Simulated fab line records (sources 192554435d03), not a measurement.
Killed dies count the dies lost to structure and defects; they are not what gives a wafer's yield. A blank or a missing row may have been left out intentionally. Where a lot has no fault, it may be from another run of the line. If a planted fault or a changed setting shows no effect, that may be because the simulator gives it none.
Matching of chambers :: flow n5Finfet :: 4 sister chambers for N5_BEOL_M7_ETCH_72 on rieDiel-06
The step etches underlayer in N2/H2, target depth 6.5 nm, time 5.2 s. 4 wafers are shown with their chamber, then 11 later ones without.

WAFERS WITH THEIR CHAMBER
wafer: L079.6
chamber: 2
throttleValvePct (%): 18.00

wafer: L080.1
chamber: 3
throttleValvePct (%): 17.98

wafer: L080.2
chamber: 1
throttleValvePct (%): 17.96

wafer: L085.1
chamber: 0
throttleValvePct (%): 17.64

WAFERS WITHOUT THEIR CHAMBER
wafer: L085.3
throttleValvePct (%): 18.01

wafer: L085.5
throttleValvePct (%): 17.97

wafer: L091.2
throttleValvePct (%): 17.95

wafer: L091.3
throttleValvePct (%): 18.05

wafer: L091.6
throttleValvePct (%): 17.97

wafer: L095.2
throttleValvePct (%): 17.63

wafer: L095.3
throttleValvePct (%): 18.02

wafer: L095.4
throttleValvePct (%): 18.03

wafer: L097.1
throttleValvePct (%): 18.04

wafer: L097.4
throttleValvePct (%): 18.04

wafer: L097.5
throttleValvePct (%): 17.70

WHICH CHAMBER EACH WENT THROUGH
wafer: L085.3
from the rows above: can't be placed: 2 or 3 or 1
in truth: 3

wafer: L085.5
from the rows above: can't be placed: 1 or 3 or 2
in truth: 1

wafer: L091.2
from the rows above: can't be placed: 1 or 3 or 2
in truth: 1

wafer: L091.3
from the rows above: can't be placed: 2 or 3 or 1
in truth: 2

wafer: L091.6
from the rows above: can't be placed: 1 or 3 or 2
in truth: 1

wafer: L095.2
from the rows above: 0
in truth: 0

wafer: L095.3
from the rows above: can't be placed: 2 or 3 or 1
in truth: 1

wafer: L095.4
from the rows above: can't be placed: 2 or 3 or 1
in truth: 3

wafer: L097.1
from the rows above: can't be placed: 2 or 3 or 1
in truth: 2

wafer: L097.4
from the rows above: can't be placed: 2 or 3 or 1
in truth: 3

wafer: L097.5
from the rows above: 0
in truth: 0
2 of 11 placed correctly. Can't be placed from these rows: 9 (the true chamber is among the candidates in 9). Placed wrongly: 0.
How it was worked out, from the rows above alone: a wafer's distance from a chamber is the root of the sum, over the readings, of the square of ((its reading less the chamber's mean) divided by the reading's scatter). The wafer belongs to the nearest chamber; if the next one is less than 2 further off, it can't be placed. Each chamber's mean is taken over the wafers shown for it. The scatter: with one shown wafer a chamber, the root of the mean of the squares of how far each hidden wafer lies from its nearest shown one.
